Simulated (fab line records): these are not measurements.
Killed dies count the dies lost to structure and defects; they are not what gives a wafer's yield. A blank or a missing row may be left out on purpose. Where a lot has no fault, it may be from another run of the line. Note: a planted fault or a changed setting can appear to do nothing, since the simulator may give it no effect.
Matching of chambers | flow n5Finfet | N5_GATE_CUT_CMP_61 on cmp-04: 4 sister chambers
The step polishes, stops on SiNx, t overpolish 3 s. 16 wafers are shown with their chamber, then 8 later ones without.

== WAFERS PAIRED WITH THEIR CHAMBERS ==
wafer  | chamber | motorCurrentA (A) | slurryFilterDpKPa (kPa)
L077.4 | 3       | 12.2              | 13.67
L077.5 | 1       | 12.1              | 13.58
L077.6 | 0       | 10.9              | 13.55
L081.1 | 0       | 11.2              | 13.50
L081.2 | 3       | 12.8              | 13.65
L081.6 | 3       | 13.1              | 13.48
L085.1 | 2       | 11.3              | 13.86
L085.4 | 0       | 11.0              | 13.31
L085.6 | 2       | 11.3              | 13.26
L088.2 | 2       | 11.1              | 13.40
L088.3 | 3       | 12.7              | 13.62
L088.6 | 2       | 11.1              | 13.52
L089.2 | 0       | 11.6              | 13.49
L089.3 | 1       | 12.3              | 13.57
L089.5 | 2       | 12.2              | 13.24
L091.2 | 0       | 11.4              | 13.56

SIGNATURES (averages over the wafers above)
reading           | chamber 0 | chamber 1 | chamber 2 | chamber 3 | scatter within a chamber
motorCurrentA     | 11.220    | 12.200    | 11.400    | 12.700    | 0.366
slurryFilterDpKPa | 13.4820   | 13.5750   | 13.4560   | 13.6050   | 0.163
Rule: for a wafer and a chamber, the distance is found by dividing, reading by reading, the gap between the wafer's reading and the chamber's mean by the reading's scatter, squaring, summing and taking the root. The wafer belongs to the nearest chamber; if the next one is less than 2 further off, it can't be placed. The scatter is the square root of a quotient: the sum, over the shown wafers, of each reading's squared deviation from its chamber's mean, divided by wafers minus chambers.

== WAFERS WHOSE CHAMBER IS MISSING ==
wafer  | motorCurrentA (A) | slurryFilterDpKPa (kPa)
L091.5 | 11.9              | 13.47
L091.6 | 11.2              | 13.62
L093.2 | 11.5              | 13.49
L093.4 | 10.8              | 13.35
L093.6 | 12.8              | 13.49
L095.2 | 10.9              | 13.53
L095.5 | 12.5              | 13.35
L095.6 | 11.0              | 13.45

== CHAMBER TAKEN BY EACH ==
wafer  | from the rows above               | in truth
L091.5 | can't be placed: 1 or 2 or 0 or 3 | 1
L091.6 | can't be placed: 0 or 2 or 1      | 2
L093.2 | can't be placed: 2 or 0 or 1      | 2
L093.4 | can't be placed: 0 or 2           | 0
L093.6 | can't be placed: 3 or 1           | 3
L095.2 | can't be placed: 0 or 2           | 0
L095.5 | can't be placed: 1 or 3 or 2 or 0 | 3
L095.6 | can't be placed: 0 or 2           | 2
0 of 8 placed correctly. Unplaceable from these rows: 8, with the true chamber sitting among the candidates in 8. Placed wrongly: 0.
